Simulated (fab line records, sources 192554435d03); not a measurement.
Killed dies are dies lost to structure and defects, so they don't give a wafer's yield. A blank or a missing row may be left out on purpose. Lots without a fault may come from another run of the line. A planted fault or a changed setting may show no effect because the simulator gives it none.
One fault seen from 2 desks | flow n5_finfet | each desk has only its own numbers; what lay behind them comes last

THE DEFECT DESK
What the inspections along the route counted, lot by lot: means of the sampled wafers that have a number. A lot is out of limits, marked OUT, if its mean lies more than 4 standard deviations from the usual mean; the brackets give that distance.
Columns: A = raw_defect_count at N5_BEOL_M6_INSPECT_13, usual 428
lot  | first seen here | A
L394 | day 8 14:41     | 276
L395 | day 9 07:23     | 342
L397 | day 9 12:01     | 471
L399 | day 10 00:50    | 402
L402 | day 10 14:17    | 372
L401 | day 10 14:31    | 341
L408 | day 12 09:50    | 439
L409 | day 12 18:39    | 525
L411 | day 13 04:33    | 334
L413 | day 13 16:36    | 482
L414 | day 14 08:25    | 659
L415 | day 14 10:38    | 528
L416 | day 14 12:46    | 512
L417 | day 14 15:14    | 452
This desk's finding: nothing out of limits on any of the 14 lots.

THE TOOL OWNER'S DESK: litho_track-02
The tool's own readings at N5_BEOL_M6_DEVELOP_27 (develop time 30 s): means of the sampled wafers that have a number, for each lot that ran on this tool. A lot is out of limits, marked OUT, if its mean lies more than 4 standard deviations from the usual mean; the brackets give that distance.
Columns: A = chill_plate_temp_C at N5_BEOL_M6_DEVELOP_27, usual 23.02 C
lot  | first seen here | A
L394 | day 8 17:05     | 23.07
L409 | day 12 19:31    | 22.91
L413 | day 13 17:58    | 22.96
L414 | day 14 12:15    | 22.92
L416 | day 14 13:32    | 22.99
L417 | day 14 16:11    | 23.10
This desk's finding: nothing out of limits on any of the 6 lots.

PUT TOGETHER
The defect desk saw nothing out of limits.
The tool owner's desk saw nothing out of limits.

WHAT THE SIMULATOR HAD PUT IN
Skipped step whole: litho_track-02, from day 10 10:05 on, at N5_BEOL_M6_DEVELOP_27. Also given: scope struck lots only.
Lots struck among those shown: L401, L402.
